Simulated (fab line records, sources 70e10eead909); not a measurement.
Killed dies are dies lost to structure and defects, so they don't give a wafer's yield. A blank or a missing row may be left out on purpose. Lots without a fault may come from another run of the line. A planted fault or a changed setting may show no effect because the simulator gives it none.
fab line records | flow nand_harc
record lots=6 wafers=18 last_day=24
route steps=1159 shown P_BONDPAD@364
lots that met no fault: from a run of the same line without faults
start_h: hours from the record's first day to the start of the lot's first wafer shown | wait_h: hours since the lot's step before | " the same as in the row above | L1.1+2: a row that stands for several wafers | - no value, or no start given | * or withheld: withheld | < > ~ a bound
route shown NAME@n: a module of which the file shows steps, and the number in the route of the first | usual: mean/standard deviation of fault-free wafers | same: alike in all rows | chamber/n: place in a boat | sites: the reading at each site | _std_site: their standard deviation | _edge_site: outer sites' mean less inner sites' | radius_mm: how far each site lies from the wafer's centre | mask NAME#n: copy n | behind: the tool/chamber that last shaped the wafer | hold: why the lot was held/for how many hours/how that ended | device: the transistor (n, p or np) that didn't switch | end of line: the same wafers' tests at the end of the route | a step without rows: its recipe alone | killed: dies lost to structure and defects at the first sort, not the wafer's yield | map: a wafer's dies, x killed, . not, _ none there
set.NAME: the setting as run; set.NAME@STEP: as run at that earlier step | model.NAME: the simulator's own value behind a step, which no gauge read
lots at some steps of the route; a table a step, a row a wafer
services: from which hour (start_h, from the record's first day; less than 0 if before it) a tool's chamber was out of use, for how many hours, and why
## steps
# step NHARC_P_BONDPAD_CD_MEAS_09
# recipe target_cd_nm=500 landing_energy_ev=500
# usual cd_nm=499.7/2.1
# columns lot.wafer tool chamber start_h wait_h cd_nm
L502.2 cd_sem-03 0 137.68 - 503.4
L502.3 " 0 " " 499.3
L502.5 " 0 " " 501.6
L508.1 cd_sem-03 0 168.54 - 496.3
L508.5 " 0 " " 500.4
L508.6 " 0 " " 498.8
L515.2 cd_sem-03 0 208.32 - 498.7
L515.3 " 0 " " 497.4
L515.4 " 0 " " 499.4
L513.1 cd_sem-03 0 209.87 - 503.9
L513.2 " 0 " " 500.2
L513.4 " 0 " " 501.8
L524.1 cd_sem-03 0 260.28 - 495.8
L524.4 " 0 " " 496.3
L524.5 " 0 " " 498.0
L523.2 cd_sem-02 0 260.98 - 500.6
L523.5 " 0 " " 496.8
L523.6 " 0 " " 500.2
# step NHARC_P_BONDPAD_OVL_MEAS_38
# usual overlay_x_nm=2/6.9 overlay_y_nm=0/5.5
# columns lot.wafer tool chamber start_h wait_h overlay_x_nm overlay_y_nm
L502.2 overlay-01 - 137.77 - 1 1
L502.3 " - " " 1 1
L502.5 " - " " 0 1
L508.1 overlay-01 - 168.63 - 13 -7
L508.5 " - " " 12 -7
L508.6 " - " " 13 -6
L515.2 overlay-01 - 208.41 - 4 -6
L515.3 " - " " 3 -5
L515.4 " - " " 4 -5
L513.1 overlay-02 - 209.98 - 4 6
L513.2 " - " " 4 6
L513.4 " - " " 4 6
L524.1 overlay-01 - 260.37 - 9 -5
L524.4 " - " " 9 -5
L524.5 " - " " 8 -6
L523.2 overlay-01 - 261.07 - 7 0
L523.5 " - " " 7 1
L523.6 " - " " 7 -1
# step NHARC_P_BONDPAD_HARDBAKE_10
# recipe temp_c=118 time_s=65
# step NHARC_P_BONDPAD_DESCUM_11
# recipe time_s=3 o2_flow_sccm=200 ar_flow_sccm=0 bias_power_w=0 chemistry=O2
# step NHARC_P_BONDPAD_ETCH_37
# recipe target_depth_a=600 overetch_a=180 time_s=65.91 ion_energy_ev=200 n2_flow_sccm=150 h2_flow_sccm=150 ar_flow_sccm=0 rf_w=400 bias_w=150 chemistry=N2/H2
# usual bias_w=149.9/0.5 drypump_motor_current_A=5.9/0.39 oes_product_au=0.996/0.014 rf_vpp_V=431.0/3 showerhead_plenum_p_Torr=2.06/0.11 throttle_valve_pct=14.172/0.009
# same time_s=65.91
# columns lot.wafer tool chamber start_h wait_h bias_w drypump_motor_current_A oes_product_au rf_hours_counter_h rf_vpp_V showerhead_plenum_p_Torr throttle_valve_pct
L502.2 rie_diel-02 0 137.98 0.1 148.8 5.3 0.971 16 432.0 2.12 14.169
L502.3 " 1 " " 150.3 6.5 1.014 11 425.3 1.90 14.179
L502.5 " 0 " " 148.9 5.3 0.977 - 432.1 2.12 14.177
L508.1 rie_diel-02 0 168.86 0.1 149.6 5.3 0.955 1 432.3 2.12 14.177
L508.5 " 2 " " 150.8 5.9 0.997 - 428.8 1.93 14.164
L508.6 " 3 " " 150.5 6.0 1.000 - 433.3 2.14 14.177
L515.4 rie_diel-13 0 208.62 0.1 149.9 5.6 0.979 40 435.9 2.20 14.171
L515.2 " 1 " " 150.4 5.6 0.978 40 433.3 2.16 14.170
L515.3 " 2 " " 150.5 6.0 0.997 36 433.1 2.16 14.180
L513.2 rie_diel-02 0 210.21 0.1 150.8 5.2 0.978 5 432.6 2.12 14.160
L513.1 " 3 " " 150.5 6.1 1.010 5 432.4 2.14 14.178
L513.4 " 3 " " 150.2 6.0 0.999 - 432.8 2.14 14.171
L524.1 rie_diel-02 2 260.58 0.1 150.0 5.9 0.997 10 428.1 1.93 14.171
L524.4 " 1 " " 149.2 6.5 0.994 6 426.3 1.89 14.166
L524.5 " 3 " " 150.1 6.0 0.997 - 433.0 2.14 14.173
L523.2 rie_diel-02 2 261.28 0.1 149.7 5.9 1.001 10 427.7 1.93 14.179
L523.5 " 2 " " 149.5 5.9 1.002 - 426.9 1.93 14.170
L523.6 " 3 " " 150.1 6.1 1.007 - 431.6 2.14 14.160
# step NHARC_P_BONDPAD_ETCH_12
# recipe target_depth_a=2000 time_s=100 chf3_flow_sccm=50 o2_flow_sccm=10 ar_flow_sccm=200 rf_w=500 bias_w=200 chemistry=CHF3/O2
# step NHARC_P_BONDPAD_CD_MEAS_13
# usual cd_nm=498.8/2.3
# columns lot.wafer tool chamber start_h wait_h cd_nm
L502.2 cd_sem-02 - 138.21 - 504.1
L502.3 " - " " 497.1
L502.5 " - " " 500.6
L508.1 cd_sem-01 - 169.07 - 495.1
L508.5 " - " " 500.2
L508.6 " - " " 496.6
L515.2 cd_sem-02 - 208.96 - 497.9
L515.3 " - " " 498.1
L515.4 " - " " 498.5
L513.1 cd_sem-02 - 210.46 - 502.1
L513.2 " - " " 498.3
L513.4 " - " " 501.1
L524.1 cd_sem-03 - 260.82 - 496.6
L524.4 " - " " 495.2
L524.5 " - " " 496.6
L523.2 cd_sem-03 - 261.51 - 499.6
L523.5 " - " " 495.8
L523.6 " - " " 498.8
# step NHARC_P_BONDPAD_STRIP_15
# recipe o2_flow_sccm=500 ar_flow_sccm=0 bias_w=0 chemistry=O2
# usual drypump_motor_current_A=5.9/0.42 o2_flow_sccm=499.7/1.5 oes_product_au=0.995/0.014 rf_vpp_V=57.7/0.8 showerhead_plenum_p_Torr=3.54/0.17 throttle_valve_pct=17.037/0.0094
# same bias_w=0
# columns lot.wafer tool chamber start_h wait_h drypump_motor_current_A o2_flow_sccm oes_product_au rf_hours_counter_h rf_vpp_V showerhead_plenum_p_Torr throttle_valve_pct
L502.2 rie_diel-02 3 138.30 0.1 6.0 499.3 1.022 15 56.8 3.69 17.055
L502.3 " 1 " " 6.5 499.1 1.011 11 57.3 3.30 17.042
L502.5 " 2 " " 5.9 499.3 0.980 - 58.1 3.36 17.049
L508.1 rie_diel-02 2 169.20 0.1 5.9 502.6 0.995 1 57.0 3.36 17.042
L508.6 " 3 " " 6.1 500.7 1.005 - 57.1 3.69 17.037
L508.5 " 0 " " 5.3 498.9 0.969 - 58.1 3.66 17.008
L515.2 rie_diel-02 3 209.03 0.1 6.1 498.2 0.999 5 56.4 3.69 17.050
L515.3 " 2 " " 5.9 500.9 1.006 4 56.2 3.35 17.047
L515.4 " 3 " " 6.1 499.7 1.004 - 58.6 3.69 17.037
L513.1 rie_diel-02 3 210.54 0.1 6.0 501.5 1.003 5 58.2 3.69 17.043
L513.2 " 2 " " 5.9 499.1 1.000 5 57.4 3.35 17.039
L513.4 " 2 " " 5.9 502.9 0.984 - 56.9 3.35 17.017
L524.4 rie_diel-02 3 260.93 0.1 6.0 499.0 0.986 10 58.4 3.68 17.029
L524.1 " 0 " " 5.3 503.4 0.987 11 57.4 3.65 17.032
L524.5 " 2 " " 5.9 499.5 0.997 - 58.3 3.35 17.025
L523.2 rie_diel-13 1 261.63 0.1 5.6 501.6 0.987 59 57.1 3.70 17.042
L523.5 " 3 " " 5.6 498.7 1.008 - 58.1 3.71 17.037
L523.6 " 0 " " 5.6 498.2 0.993 - 57.3 3.77 17.035
# step NHARC_P_BONDPAD_ETCH_24
# recipe target_depth_a=300 over_etch_frac=0.3 time_s=72.99 ion_energy_ev=150 cf4_flow_sccm=50 n2_flow_sccm=100 ar_flow_sccm=150 rf_w=300 bias_w=100 chemistry=CF4/N2
# usual bias_w=100.02/0.28 drypump_motor_current_A=5.8/0.4 oes_product_au=0.996/0.014 rf_vpp_V=314.4/2.4 showerhead_plenum_p_Torr=2.65/0.13 throttle_valve_pct=19.794/0.0089
# same time_s=72.99
# columns lot.wafer tool chamber start_h wait_h bias_w drypump_motor_current_A oes_product_au rf_hours_counter_h rf_vpp_V showerhead_plenum_p_Torr throttle_valve_pct
L502.3 rie_diel-02 0 - - 100.42 5.3 0.987 16 315.0 2.72 19.808
L502.2 " 1 " " 100.03 6.5 1.012 11 311.1 2.46 19.800
L502.5 " 1 " " 100.03 6.5 1.020 - 311.4 2.45 19.804
L508.1 rie_diel-02 0 - - 99.98 5.3 0.970 1 315.3 2.72 19.799
L508.6 " 3 " " 100.37 6.0 1.011 - 316.4 2.75 19.805
L508.5 " 0 " " 100.02 5.3 0.975 - 316.0 2.72 19.795
L515.2 rie_diel-02 2 209.27 0.2 100.12 5.9 1.005 5 311.6 2.49 19.791
L515.3 " 3 " " 100.05 6.0 1.013 5 316.3 2.75 19.796
L515.4 " 2 " " 99.98 5.9 1.002 - 311.7 2.49 19.789
L513.1 rie_diel-02 0 210.73 0.2 100.11 5.3 0.981 5 316.0 2.72 19.782
L513.2 " 2 " " 100.33 5.9 0.987 5 311.7 2.49 19.784
L513.4 " 3 " " 99.71 6.0 0.988 - 315.4 2.75 19.792
L524.4 rie_diel-02 3 - - 99.57 6.0 0.999 10 316.2 2.74 19.790
L524.1 " 1 " " 100.44 6.5 0.999 6 311.0 2.45 19.814
L524.5 " 3 " " 99.82 6.0 0.995 - 317.1 2.74 19.794
L523.2 rie_diel-13 2 - - 99.78 6.0 1.006 55 315.9 2.76 19.793
L523.5 " 3 " " 99.54 5.6 0.994 - 316.2 2.76 19.780
L523.6 " 0 " " 100.59 5.6 0.979 - 317.9 2.81 19.801
# step NHARC_P_BONDPAD_STRIP_16
# recipe time_s=600 temp_c=30 chemistry=post_etch_residue_remover
# step NHARC_P_BONDPAD_DEGAS_25
# recipe temp_c=300 time_s=60
# step NHARC_P_BONDPAD_PRE_CLEAN_26
# recipe time_s=30 temp_c=280 gas=H2/He
# usual heater_power_w=401/27
# same time_s=30
# columns lot.wafer tool chamber start_h wait_h heater_power_w
L502.2 pvd_sputter-03 - - - 397
L502.3 " - " " 384
L502.5 " - " " 372
L508.1 pvd_sputter-03 - - - 384
L508.5 " - " " 444
L508.6 " - " " 390
L515.4 pvd_sputter-03 - - - 444
L515.2 " - " " 361
L515.3 " - " " 386
L513.2 pvd_sputter-01 - - - 415
L513.1 " - " " 431
L513.4 " - " " 394
L524.1 pvd_sputter-02 - - - 415
L524.4 " - " " 397
L524.5 " - " " 421
L523.2 pvd_sputter-03 - - - 371
L523.5 " - " " 367
L523.6 " - " " 388
# step NHARC_P_BONDPAD_PVD_17
# recipe target_thk_a=50 bias_v=168.6 power_w=15000 chamber_pressure_pa=0.12 time_s=8.06 substrate_temp_c=50 material=TaN
# usual bias_v=168.5/1.6 cathode_dc_power_W=15000/2.8 throttle_valve_pct=29.9/1.1 time_s=8.06/0
# columns lot.wafer tool chamber start_h wait_h bias_v cathode_dc_power_W throttle_valve_pct time_s
L502.2 pvd_sputter-03 - 139.00 - 165.6 15000 29.2 8.06
L502.3 " - " " 168.6 15004 30.3 8.06
L502.5 " - " " 167.0 15002 30.4 8.06
L508.1 pvd_sputter-03 - 169.85 - 168.6 14999 29.2 8.06
L508.6 " - " " 169.7 14998 31.1 8.06
L508.5 " - " " 168.5 14998 29.1 8.06
L515.4 pvd_sputter-03 - 209.80 - - - - -
L515.2 " - " " - - - -
L515.3 " - " " - - - -
L513.1 pvd_sputter-01 - 211.25 - - - - -
L513.4 " - " " - - - -
L513.2 " - " " - - - -
L524.1 pvd_sputter-02 - 261.59 - 170.3 15000 30.0 8.06
L524.4 " - " " 168.2 15000 29.9 8.06
L524.5 " - " " 167.6 14998 29.6 8.06
L523.2 pvd_sputter-03 - 262.27 - 168.8 15003 29.1 8.06
L523.6 " - " " 168.5 14999 30.2 8.06
L523.5 " - " " 168.7 14996 29.2 8.06
# step NHARC_P_BONDPAD_PVD_27
# recipe target_thk_a=300 chamber_pressure_pa=5 power_w=5000 substrate_temp_c=30 time_s=20.49 material=Cu
# usual cathode_dc_power_W=5000.0/0.88 chamber_pressure_pa=5.001/0.01 throttle_valve_pct=29.9/1.1
# same time_s=20.49
# columns lot.wafer tool chamber start_h wait_h cathode_dc_power_W chamber_pressure_pa throttle_valve_pct
L502.3 pvd_sputter-03 - - - 5000.5 4.999 30.4
L502.2 " - " " 5000.3 5.013 29.2
L502.5 " - " " 5000.3 4.986 29.0
L508.1 pvd_sputter-03 - - - 5000.0 4.974 31.7
L508.6 " - " " 4998.7 4.997 29.3
L508.5 " - " " 5000.4 4.986 31.5
L515.4 pvd_sputter-03 - - - 4999.7 4.999 28.9
L515.2 " - " " 4998.2 5.003 30.2
L515.3 " - " " 4999.5 4.995 29.3
L513.1 pvd_sputter-01 - - - 5001.0 4.992 30.3
L513.2 " - " " 4998.9 5.010 30.4
L513.4 " - " " 5001.0 5.012 29.7
L524.4 pvd_sputter-02 - - - 4998.6 4.994 29.8
L524.1 " - " " 4999.8 5.003 32.7
L524.5 " - " " 5000.0 4.995 30.1
L523.2 pvd_sputter-03 - - - 5000.6 4.998 29.0
L523.5 " - " " 5001.6 5.015 29.2
L523.6 " - " " 5001.5 4.990 30.3
## services
# columns tool chamber start_h hours kind
rie_diel-02 0 129.84 - clean
rie_diel-02 1 129.84 - clean
rie_diel-02 2 129.84 - clean
rie_diel-02 3 129.84 - clean
rie_diel-02 - 150.75 9.0 pm
rie_diel-02 0 150.75 9.0 vent_cycle
rie_diel-02 1 150.75 9.0 vent_cycle
rie_diel-02 2 150.75 9.0 vent_cycle
rie_diel-02 3 150.75 9.0 vent_cycle
pvd_sputter-01 - 158.00 10.0 pm
rie_diel-02 0 159.75 - clean
rie_diel-02 1 159.75 - clean
rie_diel-02 2 159.75 - clean
rie_diel-02 3 159.75 - clean
pvd_sputter-02 - 161.85 10.6 repair
rie_diel-02 1 179.52 36.8 repair
rie_diel-02 0 184.25 - clean
rie_diel-02 2 184.25 - clean
rie_diel-02 3 184.25 - clean
rie_diel-02 2 187.59 2.4 repair
rie_diel-02 0 208.75 - clean
rie_diel-13 3 208.98 7.4 repair
pvd_sputter-02 - 214.03 10.0 pm
rie_diel-02 - 220.89 0.9 repair
## key
first_sign step=NHARC_P_BONDPAD_PVD_17 reading=tool_record direction=missing
effect none on later readings
met_at NHARC_P_BONDPAD_PVD_17
struck_wafers L513.1,L513.2,L513.4,L515.2,L515.3,L515.4
later_rows_left_out L513.1,L513.2,L513.4,L515.2,L515.3,L515.4
sort_left_out L513.1,L513.2,L513.4,L515.2,L515.3,L515.4
onset_between 169.85 209.80
fault kind=skipped_step_whole tool=pvd_sputter-01,pvd_sputter-03 chamber=- onset_h=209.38 steps=NHARC_P_BONDPAD_PVD_17 scope=struck_lots_only
# sort_left_out: the simulated sort isn't trusted on such a fault, so these wafers' sort isn't shown, and their yield isn't known
# later_rows_left_out: the simulator's readings of these wafers behind a module that went badly wrong aren't trusted and aren't shown, but for the sort
